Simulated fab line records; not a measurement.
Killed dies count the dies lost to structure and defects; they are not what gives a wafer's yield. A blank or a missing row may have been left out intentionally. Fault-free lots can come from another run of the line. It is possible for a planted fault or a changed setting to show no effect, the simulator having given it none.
Matching of chambers | flow n5 finfet | N5_STI_FIN_REVEAL_STRIP_24 on rie diel-03: 4 sister chambers
The step strips in N2/H2, time 90 s. 16 wafers are shown with their chamber, then 8 later ones without.

== EACH WAFER AND ITS CHAMBER ==
wafer  | chamber | showerhead plenum p Torr (Torr) | throttle valve pct (%) | oes product au (a.u.)
L075.1 | 0       | 3.49                            | 12.45                  | 0.70
L075.3 | 3       | 3.38                            | 12.40                  | 0.77
L075.6 | 3       | 3.38                            | 12.41                  | 0.76
L080.1 | 0       | 3.48                            | 12.47                  | 0.70
L080.4 | 3       | 3.38                            | 12.42                  | 0.76
L080.6 | 2       | 3.58                            | 11.72                  | 0.96
L081.3 | 3       | 3.38                            | 12.44                  | 0.76
L081.4 | 0       | 3.48                            | 12.48                  | 0.69
L081.5 | 1       | 3.26                            | 11.86                  | 0.78
L083.3 | 3       | 3.37                            | 12.45                  | 0.74
L083.4 | 0       | 3.48                            | 12.51                  | 0.70
L083.5 | 0       | 3.48                            | 12.49                  | 0.69
L091.1 | 3       | 3.37                            | 12.46                  | 0.74
L091.2 | 0       | 3.47                            | 12.52                  | 0.69
L091.6 | 2       | 3.57                            | 11.78                  | 0.91
L092.1 | 2       | 3.57                            | 11.77                  | 0.91

SIGNATURES (averages over the wafers above)
reading                  | chamber 0 | chamber 1 | chamber 2 | chamber 3 | scatter within a chamber
showerhead plenum p Torr | 3.4800    | 3.2600    | 3.5733    | 3.3767    | 0.00577
throttle valve pct       | 12.4867   | 11.8600   | 11.7567   | 12.4300   | 0.0261
oes product au           | 0.6950    | 0.7800    | 0.9267    | 0.7550    | 0.0146
Rule: for a wafer and a chamber, the distance is found by dividing, reading by reading, the gap between the wafer's reading and the chamber's mean by the reading's scatter, squaring, summing and taking the root. The wafer belongs to the nearest chamber; if the next one is less than 2 further off, it can't be placed. The scatter: the root of (the sum of the squares of (reading less its chamber's mean) over the shown wafers, divided by (wafers less chambers)).

== WAFERS WITH NO CHAMBER GIVEN ==
wafer  | showerhead plenum p Torr (Torr) | throttle valve pct (%) | oes product au (a.u.)
L092.2 | 3.47                            | 12.51                  | 0.68
L092.3 | 3.37                            | 12.48                  | 0.74
L093.3 | 3.37                            | 12.48                  | 0.74
L093.4 | 3.47                            | 12.55                  | 0.68
L093.6 | 3.37                            | 12.48                  | 0.73
L094.1 | 3.57                            | 11.79                  | 0.90
L094.4 | 3.24                            | 11.93                  | 0.75
L094.6 | 3.57                            | 11.79                  | 0.90

== WHICH CHAMBER EACH WENT THROUGH ==
wafer  | from the rows above | in truth
L092.2 | 0                   | 0
L092.3 | 3                   | 3
L093.3 | 3                   | 3
L093.4 | 0                   | 0
L093.6 | 3                   | 3
L094.1 | 2                   | 2
L094.4 | 1                   | 1
L094.6 | 2                   | 2
Correct placement for 8 of the 8. From these rows, 0 cannot be placed. 0 placed wrongly.
